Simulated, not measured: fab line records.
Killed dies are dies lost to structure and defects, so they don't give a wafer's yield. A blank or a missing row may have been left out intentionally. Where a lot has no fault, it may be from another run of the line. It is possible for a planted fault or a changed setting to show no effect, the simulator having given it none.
Which tool was responsible?	flow nand_harc	72 wafers from 24 lots sampled at 6 of the route's 1302 steps

== WHAT THE GAUGES READ, wafer by wafer ==
Not one reading of a measure or inspect step in the record can be checked against a usual standard deviation.

== EACH LOT AND THE TOOL THAT RAN IT (in order: tool; ch and the chambers of the sampled wafers; start) ==
lot	NHARC_A_CHANNEL_FILL_D2_ALD_02	NHARC_A_CHANNEL_FILL_D2_ALD_03	NHARC_A_CHANNEL_FILL_D2_RTA_24	NHARC_A_STAIRCASE_TRIM_16	NHARC_A_STAIRCASE_TRIM_24	NHARC_A_STAIRCASE_ETCH_25
L074	ald_hk-02 ch 1,2, day 13 15:50	ald_sin_batch-02 ch 0, day 15 21:33 or earlier	rtp_anneal-01 ch 0, day 15 21:33	rie_diel-13 ch 0,1, no start	rie_diel-09 ch 0,1,3, no start	rie_diel-09 ch 0,2,3, no start
L075	ald_hk-02 ch 1,2,3, day 13 16:20	ald_sin_batch-02 ch 0, day 15 17:22 or earlier	rtp_anneal-02 ch 0, day 15 17:22	rie_diel-13 ch 0,3, no start	rie_diel-06 ch 0,2,3, no start	rie_diel-06 ch 0,1,3, no start
L076	ald_hk-03 ch 1,2, day 14 13:05	ald_sin_batch-03 ch 0, day 16 12:46 or earlier	rtp_anneal-02 ch 0, day 16 12:46	rie_diel-09 ch 2,3, no start	rie_diel-06 ch 2,3, no start	rie_diel-06 ch 0,1,3, no start
L077	ald_hk-02 ch 0,1,3, day 14 15:58	ald_sin_batch-02 ch 0, day 16 20:28 or earlier	rtp_anneal-02 ch 0, day 16 20:28	rie_diel-09 ch 0,2, no start	rie_diel-09 ch 0,1,3, no start	rie_diel-09 ch 1,2, no start
L079	ald_hk-04 ch 0,1, day 15 07:58	ald_sin_batch-01 ch 0, day 17 08:05 or earlier	rtp_anneal-02 ch 0, day 17 08:05	rie_diel-09 ch 0,2,3, no start	rie_diel-09 ch 0,2,3, no start	rie_diel-09 ch 0,1,2, no start
L078	ald_hk-04 ch 1,2,3, day 15 08:20	ald_sin_batch-01 ch 0, day 17 07:59 or earlier	rtp_anneal-01 ch 0, day 17 07:59	rie_diel-09 ch 0,1,2, no start	rie_diel-06 ch 0,1,2, no start	rie_diel-06 ch 1,2, no start
L080	ald_hk-02 ch 0,1,2, day 16 16:25	ald_sin_batch-03 ch 0, day 18 15:41 or earlier	rtp_anneal-01 ch 0, day 18 15:41	rie_diel-06 ch 1,2,3, no start	rie_diel-06 ch 1,2,3, no start	rie_diel-06 ch 1,2,3, no start
L081	ald_hk-02 ch 0,2,3, day 16 18:59	ald_sin_batch-03 ch 0, day 18 15:40 or earlier	rtp_anneal-02 ch 0, day 18 15:40	rie_diel-06 ch 0,1,3, no start	rie_diel-13 ch 1,2,3, no start	rie_diel-13 ch 0,1,2, no start
L082	ald_hk-03 ch 0,1,3, day 17 04:44	ald_sin_batch-01 ch 0, day 19 03:56 or earlier	rtp_anneal-02 ch 0, day 19 03:56	rie_diel-09 ch 0,1,2, no start	rie_diel-06 ch 2,3, no start	rie_diel-06 ch 0,3, no start
L083	ald_hk-02 ch 0,1,3, day 17 12:27	ald_sin_batch-03 ch 0, day 19 13:46 or earlier	rtp_anneal-02 ch 0, day 19 13:46	rie_diel-09 ch 1,2,3, no start	rie_diel-09 ch 0,1,3, no start	rie_diel-09 ch 1,2,3, no start
L084	ald_hk-02 ch 0,1,2, day 18 00:56	ald_sin_batch-01 ch 0, day 20 00:25 or earlier	rtp_anneal-02 ch 0, day 20 00:25	rie_diel-09 ch 0,1,2, no start	rie_diel-09 ch 0,1, no start	rie_diel-09 ch 1,2, no start
L085	ald_hk-02 ch 0,1,2, day 18 04:25	ald_sin_batch-01 ch 0, day 20 05:43 or earlier	rtp_anneal-02 ch 0, day 20 05:43	rie_diel-09 ch 0,1,3, no start	rie_diel-13 ch 0,1,2, no start	rie_diel-13 ch 0,1,2, no start
L086	ald_hk-02 ch 1,2,3, day 18 08:59	ald_sin_batch-03 ch 0, day 20 10:24 or earlier	rtp_anneal-02 ch 0, day 20 10:24	rie_diel-09 ch 1,2,3, no start	rie_diel-09 ch 0,1,3, no start	rie_diel-09 ch 0,1,2, no start
L088	ald_hk-03 ch 0,1,2, day 19 11:35	ald_sin_batch-02 ch 0, day 21 11:40 or earlier	rtp_anneal-01 ch 0, day 21 11:40	rie_diel-13 ch 0,1,2, no start	rie_diel-13 ch 2,3, no start	rie_diel-13 ch 0,2,3, no start
L089	ald_hk-03 ch 1,2,3, day 19 12:16	ald_sin_batch-02 ch 0, day 21 11:37 or earlier	rtp_anneal-02 ch 0, day 21 11:37	rie_diel-13 ch 0,1,3, no start	rie_diel-13 ch 0,1,3, no start	rie_diel-13 ch 1,2,3, no start
L087	ald_hk-03 ch 0,3, day 19 23:33	ald_sin_batch-03 ch 0, day 22 01:43 or earlier	rtp_anneal-01 ch 0, day 22 01:43	rie_diel-13 ch 1,2,3, no start	rie_diel-06 ch 1,2,3, no start	rie_diel-06 ch 1,2,3, no start
L090	ald_hk-02 ch 1,2, day 20 08:16	ald_sin_batch-03 ch 0, day 22 08:32 or earlier	rtp_anneal-01 ch 0, day 22 08:32	rie_diel-06 ch 1,2,3, no start	rie_diel-06 ch 0,1,2, no start	rie_diel-06 ch 0,1,2, no start
L091	ald_hk-02 ch 0,1,3, day 20 13:23	ald_sin_batch-02 ch 0, day 22 16:20 or earlier	rtp_anneal-02 ch 0, day 22 16:20	rie_diel-06 ch 0,1,3, no start	rie_diel-09 ch 1,2, no start	rie_diel-09 ch 0,3, no start
L092	ald_hk-03 ch 0,2,3, day 21 05:44	ald_sin_batch-01 ch 0, day 23 04:44 or earlier	rtp_anneal-02 ch 0, day 23 04:44	rie_diel-09 ch 0,1, no start	rie_diel-13 ch 0,1,3, no start	rie_diel-13 ch 0,3, no start
L094	ald_hk-03 ch 1,2,3, day 21 23:41	ald_sin_batch-01 ch 0, day 24 01:03 or earlier	rtp_anneal-02 ch 0, day 24 01:03	rie_diel-09 ch 0,3, no start	rie_diel-13 ch 1,2,3, no start	rie_diel-13 ch 2,3, no start
L093	ald_hk-02 ch 0,1, day 21 23:46	ald_sin_batch-01 ch 0, day 24 01:02 or earlier	rtp_anneal-01 ch 0, day 24 01:02	rie_diel-13 ch 0,2,3, no start	rie_diel-06 ch 0,1, no start	rie_diel-06 ch 0,2, no start
L095	ald_hk-03 ch 0,3, day 22 06:15	ald_sin_batch-01 ch 0, day 24 07:48 or earlier	rtp_anneal-01 ch 0, day 24 07:48	rie_diel-06 ch 0,1,2, no start	rie_diel-09 ch 1,3, no start	rie_diel-09 ch 0,1,3, no start
L096	ald_hk-04 ch 0,1, day 22 21:55	ald_sin_batch-03 ch 0, day 24 22:01 or earlier	rtp_anneal-02 ch 0, day 24 22:01	rie_diel-06 ch 1,2, no start	rie_diel-06 ch 0,2,3, no start	rie_diel-06 ch 0,1, no start
L097	ald_hk-02 ch 0,1,3, day 22 22:37	ald_sin_batch-03 ch 0, day 24 21:54 or earlier	rtp_anneal-01 ch 0, day 24 21:54	rie_diel-09 ch 0,2,3, no start	rie_diel-09 ch 0,1,2, no start	rie_diel-09 ch 0,1,2, no start
- NHARC_A_CHANNEL_FILL_D2_ALD_02: deposits SiO2, target thk 6 nm, pulse time 10 s, ald cycles 60.
- NHARC_A_CHANNEL_FILL_D2_ALD_03: deposits SiNx, target thk 6 nm, pulse time 60 s, ald cycles 58.
- NHARC_A_CHANNEL_FILL_D2_RTA_24: time 5 s.
- NHARC_A_STAIRCASE_TRIM_16: chemistry O2, time 211.2 s.
- NHARC_A_STAIRCASE_TRIM_24: chemistry O2, time 211.2 s.
- NHARC_A_STAIRCASE_ETCH_25: etches the open film in C4F8/O2, target depth 100 nm, time 40.5 s.

== WHAT THE TOOLS THEMSELVES READ (means of the sampled wafers that have a number; where no wafer has one, the mark that the record gives instead) ==
NHARC_A_CHANNEL_FILL_D2_ALD_02. Usual: heater_power_w 436 W, standard deviation 33; precursor_pulse_height_rel 0.999, standard deviation 0.021.
lot	tool	heater_power_w (W)	precursor_pulse_height_rel	flag
L074	ald_hk-02	433	1.001	
L075	ald_hk-02	431	0.989	
L076	ald_hk-03	408	0.994	
L077	ald_hk-02	423	1.006	
L079	ald_hk-04	420	1.007	
L078	ald_hk-04	485	0.998	
L080	ald_hk-02	421	0.999	
L081	ald_hk-02	418	1.004	
L082	ald_hk-03	473	0.984	
L083	ald_hk-02	424	1.006	
L084	ald_hk-02	418	0.993	
L085	ald_hk-02	417	1.011	
L086	ald_hk-02	424	0.998	
L088	ald_hk-03	448	0.986	
L089	ald_hk-03	441	0.987	
L087	ald_hk-03	465	0.998	
L090	ald_hk-02	423	0.991	
L091	ald_hk-02	428	0.989	
L092	ald_hk-03	441	1.028	
L094	ald_hk-03	434	0.993	
L093	ald_hk-02	420	0.995	
L095	ald_hk-03	468	1.027	
L096	ald_hk-04	404	0.979	
L097	ald_hk-02	428	1.004	

NHARC_A_CHANNEL_FILL_D2_ALD_03. Usual: chamber_pressure_Torr 1.998 Torr, standard deviation 0.0046; precursor_pulse_height_rel 1.000, standard deviation 0.02.
lot	tool	chamber_pressure_Torr (Torr)	precursor_pulse_height_rel	flag
L074	ald_sin_batch-02	1.998	1.015	
L075	ald_sin_batch-02	2.003	0.984	
L076	ald_sin_batch-03	1.996	1.002	
L077	ald_sin_batch-02	2.000	1.002	
L079	ald_sin_batch-01	2.000	0.992	
L078	ald_sin_batch-01	1.998	1.000	
L080	ald_sin_batch-03	1.990	0.997	
L081	ald_sin_batch-03	2.001	1.013	
L082	ald_sin_batch-01	2.000	1.011	
L083	ald_sin_batch-03	1.997	0.987	
L084	ald_sin_batch-01	1.995	0.991	
L085	ald_sin_batch-01	1.997	0.976	
L086	ald_sin_batch-03	1.998	0.998	
L088	ald_sin_batch-02	1.992	1.009	
L089	ald_sin_batch-02	2.001	1.019	
L087	ald_sin_batch-03	1.998	0.997	
L090	ald_sin_batch-03	1.999	1.005	
L091	ald_sin_batch-02	2.002	1.003	
L092	ald_sin_batch-01	1.999	1.003	
L094	ald_sin_batch-01	1.999	0.998	
L093	ald_sin_batch-01	1.997	1.009	
L095	ald_sin_batch-01	2.001	0.998	
L096	ald_sin_batch-03	2.000	0.993	
L097	ald_sin_batch-03	2.008	1.007	

NHARC_A_CHANNEL_FILL_D2_RTA_24. Usual: lamp_power_pct 32.0 %, standard deviation 1.4; lamp_zone_7_pct 32.5 %, standard deviation 1.4; wafer_temp_C_max 1003.3, standard deviation 0.64.
lot	tool	lamp_power_pct (%)	lamp_zone_7_pct (%)	wafer_temp_C_max	flag
L074	rtp_anneal-01	30.1	30.6	1003.4	
L075	rtp_anneal-02	33.0	33.6	1003.6	
L076	rtp_anneal-02	33.1	33.6	1003.4	
L077	rtp_anneal-02	33.1	33.6	1004.0	
L079	rtp_anneal-02	33.0	33.6	1003.2	
L078	rtp_anneal-01	30.1	30.7	1002.5	
L080	rtp_anneal-01	30.1	30.6	1003.5	
L081	rtp_anneal-02	33.1	33.6	1003.2	
L082	rtp_anneal-02	33.0	33.6	1003.1	
L083	rtp_anneal-02	33.0	33.6	1002.9	
L084	rtp_anneal-02	33.0	33.5	1003.2	
L085	rtp_anneal-02	33.1	33.6	1003.4	
L086	rtp_anneal-02	33.0	33.6	1003.2	
L088	rtp_anneal-01	30.1	30.6	1004.0	
L089	rtp_anneal-02	33.0	33.6	1003.2	
L087	rtp_anneal-01	30.1	30.6	1003.4	
L090	rtp_anneal-01	30.2	30.6	1003.5	
L091	rtp_anneal-02	33.1	33.6	1003.8	
L092	rtp_anneal-02	33.0	33.6	1004.0	
L094	rtp_anneal-02	33.1	33.6	1003.2	
L093	rtp_anneal-01	30.2	30.7	1003.1	
L095	rtp_anneal-01	30.1	30.6	1003.5	
L096	rtp_anneal-02	33.0	33.6	1004.3	
L097	rtp_anneal-01	30.2	30.6	1002.6	

NHARC_A_STAIRCASE_TRIM_16. Usual: drypump_motor_current_A 5.6 A, standard deviation 0.46; oes_product_au 0.999 a.u., standard deviation 0.014; rf_vpp_V 57.9 V, standard deviation 0.94; showerhead_plenum_p_Torr 3.54 Torr, standard deviation 0.17; throttle_valve_pct 17.038 %, standard deviation 0.0086.
lot	tool	drypump_motor_current_A (A)	oes_product_au (a.u.)	rf_vpp_V (V)	showerhead_plenum_p_Torr (Torr)	throttle_valve_pct (%)	flag
L074	rie_diel-13	6.3	1.004	57.6	3.65	17.032	
L075	rie_diel-13	5.9	0.986	57.8	3.76	17.034	
L076	rie_diel-09	5.2	0.994	57.7	3.41	17.042	
L077	rie_diel-09	5.5	1.012	58.0	3.61	17.040	
L079	rie_diel-09	5.3	1.006	58.8	3.50	17.036	
L078	rie_diel-09	5.6	1.006	57.2	3.51	17.040	
L080	rie_diel-06	5.3	0.996	58.0	3.51	17.035	
L081	rie_diel-06	5.4	0.997	57.8	3.51	17.041	
L082	rie_diel-09	5.6	1.001	58.0	3.51	17.033	
L083	rie_diel-09	5.5	0.993	56.7	3.41	17.036	
L084	rie_diel-09	5.6	0.997	57.9	3.50	17.043	
L085	rie_diel-09	5.7	0.998	58.5	3.57	17.038	
L086	rie_diel-09	5.5	0.995	58.3	3.41	17.030	
L088	rie_diel-13	5.9	1.003	57.9	3.63	17.031	
L089	rie_diel-13	6.1	0.996	58.3	3.68	17.036	
L087	rie_diel-13	5.9	0.991	58.1	3.68	17.037	
L090	rie_diel-06	5.3	1.007	58.2	3.50	17.033	
L091	rie_diel-06	5.4	1.010	58.2	3.49	17.047	
L092	rie_diel-09	6.0	0.991	57.1	3.57	17.030	
L094	rie_diel-09	5.4	0.983	57.6	3.55	17.035	
L093	rie_diel-13	5.8	1.009	58.2	3.67	17.041	
L095	rie_diel-06	5.7	1.012	57.5	3.52	17.041	
L096	rie_diel-06	5.6	1.010	57.5	3.52	17.043	
L097	rie_diel-09	5.3	0.995	58.6	3.66	17.044	

NHARC_A_STAIRCASE_TRIM_24. Usual: drypump_motor_current_A 5.6 A, standard deviation 0.46; oes_product_au 1.000 a.u., standard deviation 0.013; rf_vpp_V 57.9 V, standard deviation 0.91; showerhead_plenum_p_Torr 3.55 Torr, standard deviation 0.17; throttle_valve_pct 17.037 %, standard deviation 0.0097.
lot	tool	drypump_motor_current_A (A)	oes_product_au (a.u.)	rf_vpp_V (V)	showerhead_plenum_p_Torr (Torr)	throttle_valve_pct (%)	flag
L074	rie_diel-09	5.7	0.997	58.1	3.59	17.043	
L075	rie_diel-06	5.4	0.999	57.6	3.40	17.041	
L076	rie_diel-06	5.3	0.991	57.7	3.40	17.041	
L077	rie_diel-09	5.7	0.997	57.7	3.58	17.035	
L079	rie_diel-09	5.3	1.014	57.9	3.50	17.043	
L078	rie_diel-06	5.7	0.998	58.1	3.55	17.032	
L080	rie_diel-06	5.2	1.002	58.1	3.51	17.040	
L081	rie_diel-13	5.9	0.999	58.3	3.69	17.035	
L082	rie_diel-06	5.3	0.990	57.1	3.39	17.037	
L083	rie_diel-09	5.7	0.997	58.3	3.57	17.037	
L084	rie_diel-09	6.0	0.996	57.6	3.58	17.042	
L085	rie_diel-13	5.9	0.996	58.3	3.64	17.032	
L086	rie_diel-09	5.7	0.990	58.1	3.57	17.043	
L088	rie_diel-13	5.6	0.990	58.7	3.68	17.030	
L089	rie_diel-13	6.1	0.998	57.9	3.68	17.040	
L087	rie_diel-06	5.3	0.999	58.5	3.50	17.036	
L090	rie_diel-06	5.6	1.010	58.0	3.53	17.044	
L091	rie_diel-09	5.8	1.003	58.8	3.59	17.036	
L092	rie_diel-13	6.1	1.015	58.5	3.67	17.045	
L094	rie_diel-13	5.9	1.002	57.5	3.67	17.035	
L093	rie_diel-06	5.8	1.014	58.0	3.51	17.034	
L095	rie_diel-09	5.5	0.996	56.9	3.46	17.029	
L096	rie_diel-06	5.5	1.003	57.5	3.36	17.034	
L097	rie_diel-09	5.6	0.989	58.4	3.66	17.043	

NHARC_A_STAIRCASE_ETCH_25. Usual: oes_product_au 0.946 a.u., standard deviation 0.014; rf_fwd_power_W 593 W, standard deviation 3.2; rf_vpp_V 897 V, standard deviation 6.2.
lot	tool	oes_product_au (a.u.)	rf_fwd_power_W (W)	rf_vpp_V (V)	flag
L074	rie_diel-09	0.955	593	895	
L075	rie_diel-06	0.950	592	895	
L076	rie_diel-06	0.956	593	895	
L077	rie_diel-09	0.937	591	893	
L079	rie_diel-09	0.951	596	895	
L078	rie_diel-06	0.952	591	902	
L080	rie_diel-06	0.944	592	896	
L081	rie_diel-13	0.955	590	901	
L082	rie_diel-06	0.938	596	891	
L083	rie_diel-09	0.938	592	891	
L084	rie_diel-09	0.950	590	892	
L085	rie_diel-13	0.942	589	899	
L086	rie_diel-09	0.948	594	895	
L088	rie_diel-13	0.932	589	902	
L089	rie_diel-13	0.947	594	902	
L087	rie_diel-06	0.949	593	896	
L090	rie_diel-06	0.966	593	896	
L091	rie_diel-09	0.929	596	900	
L092	rie_diel-13	0.952	594	903	
L094	rie_diel-13	0.949	591	902	
L093	rie_diel-06	0.954	595	891	
L095	rie_diel-09	0.938	593	897	
L096	rie_diel-06	0.958	593	895	
L097	rie_diel-09	0.937	593	901	

== THE ANSWER, worked out from the rows above alone ==
Rule: a lot is off if the mean of its wafers that have a number lies more than 3 standard deviations from the usual mean. Also off: a lot with no number at a reading for which 4 or more lots have one. The other lots that the step has rows for count as sound. Order of review: gauges by route order, followed by the tools' own readings, for which a lot's mean as printed above is used. At the first step where some lot is off, the reading lying furthest off is the one used; lots without a number count as furthest.
Across all readings shown, no lot is off: no conclusion can be drawn from this.

== WHAT THE SIMULATOR HAD INSERTED ==
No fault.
